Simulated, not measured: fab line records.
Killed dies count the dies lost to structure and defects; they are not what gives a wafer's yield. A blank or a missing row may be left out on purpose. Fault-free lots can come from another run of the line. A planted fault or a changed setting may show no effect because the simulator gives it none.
A single fault, viewed from 3 desks	flow nand harc	each desk holds nothing but its own numbers, with what lay behind them at the end

== THE DEFECT DESK ==
Counts from the inspections along the route, per lot, as means over the sampled wafers that have a number. Marked OUT: a lot whose mean sits more than 4 standard deviations from the usual mean, which makes it out of limits; the brackets give that distance.
Columns: A = raw defect count at NHARC_A_ONON_D1_INSPECT_32, usual 78
lot	first seen here	A
L503	day 8 14:05	38
L502	day 8 14:05	70
L504	day 9 08:34	108
L507	day 10 13:49	66
L509	day 11 10:46	80
L516	day 14 08:00	51
L517	day 14 08:11	85
L518	day 14 23:40	70
L521	day 15 20:46	62
L520	day 15 20:47	50
L522	day 16 19:30	42
L525	day 18 01:19	75
This desk's finding: nothing out of limits on any of the 12 lots.

== THE METROLOGY DESK ==
Means of the sampled wafers that have a number, per lot and without regard to the tool the lot ran on: this is what the gauges read. Marked OUT: a lot whose mean sits more than 4 standard deviations from the usual mean, which makes it out of limits; the brackets give that distance.
Columns: A = cd nm at NHARC_A_CHANNEL_HOLE_D1_CD_MEAS_10, usual 99.7 nm; B = overlay x nm at NHARC_A_CHANNEL_HOLE_D1_OVL_MEAS_11, usual 0.2 nm; C = overlay y nm at NHARC_A_CHANNEL_HOLE_D1_OVL_MEAS_11, usual 0.2 nm; D = cd nm at NHARC_A_CHANNEL_HOLE_D1_CD_MEAS_30, usual 89.4 nm
lot	first seen here	A	B	C	D
L503	day 8 18:43	99.5	0.8	0.5	90.4
L502	day 8 18:54	99.9	-0.3	-0.5	89.7
L504	day 9 14:13	96.3 (-6.0) OUT	0.5	-1.2	85.9
L507	day 10 16:25	96.3 (-6.1) OUT	1.4	-0.0	86.3
L509	day 11 16:23	100.1	0.7	0.9	89.9
L516	day 14 13:41	99.2	1.3	0.0	89.2
L517	day 14 13:57	100.0	-0.0	-0.8	89.6
L518	day 15 03:13	99.8	-0.1	-0.1	89.1
L521	day 16 02:04	99.5	-0.4	-0.2	88.6
L520	day 16 02:23	99.3	1.2	1.1	88.3
L522	day 17 00:32	99.5	-0.4	-0.5	87.9
L525	day 18 06:52	99.8	0.6	-0.3	90.4
This desk finds L504, L507 out of limits, L504 being first, at day 9 14:13 (cd nm at NHARC_A_CHANNEL_HOLE_D1_CD_MEAS_10). Within limits: L503, L502, L509, L516, L517, L518, L521, L520, L522, L525.

== DESK OF THE TOOL OWNER: litho track-06 ==
The tool's own readings at NHARC_A_CHANNEL_HOLE_D1_PEB_08 (peb time 65 s): means of the sampled wafers that have a number, for each lot that ran on this tool. Marked OUT: a lot whose mean sits more than 4 standard deviations from the usual mean, which makes it out of limits; the brackets give that distance.
Columns: A = heater power total W at NHARC_A_CHANNEL_HOLE_D1_PEB_08, usual 156.6 W; B = plate temp C at NHARC_A_CHANNEL_HOLE_D1_PEB_08, usual 100.00 C
lot	first seen here	A	B
L503	day 8 18:38	157.0	100.07
L504	day 9 14:08	154.0 (-6.3) OUT	98.90 (-8.5) OUT
L507	day 10 16:20	154.2 (-5.9) OUT	98.70 (-10) OUT
L516	day 14 13:36	156.6	100.16
L518	day 15 03:08	156.4	100.08
L521	day 16 01:59	156.9	99.95
L520	day 16 02:19	156.5	100.01
L522	day 17 00:27	156.6	100.14
This desk finds L504, L507 out of limits, L504 being first, at day 9 14:08 (heater power total W at NHARC_A_CHANNEL_HOLE_D1_PEB_08). Within limits: L503, L516, L518, L521, L520, L522.

== ALL TOGETHER ==
The tool owner's desk had the chance to raise an alarm at day 9 14:08 on L504, L507.
L504, L507 would have let the metrology desk raise an alarm at day 9 14:13.
The defect desk saw nothing out of limits.
The defect desk has L504, L507 on record, within its limits.
The lots listed all ran NHARC_A_CHANNEL_HOLE_D1_PEB_08 on litho track-06.

== WHAT THE SIMULATOR PUT IN ==
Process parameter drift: litho track-06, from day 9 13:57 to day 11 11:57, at NHARC_A_CHANNEL_HOLE_D1_PEB_08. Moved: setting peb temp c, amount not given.
Shown lots that were struck: L504, L507.
Counting hours from when the fault started, the first reading out of limits came at 0 for the tool owner's desk and at 0 for the metrology desk.
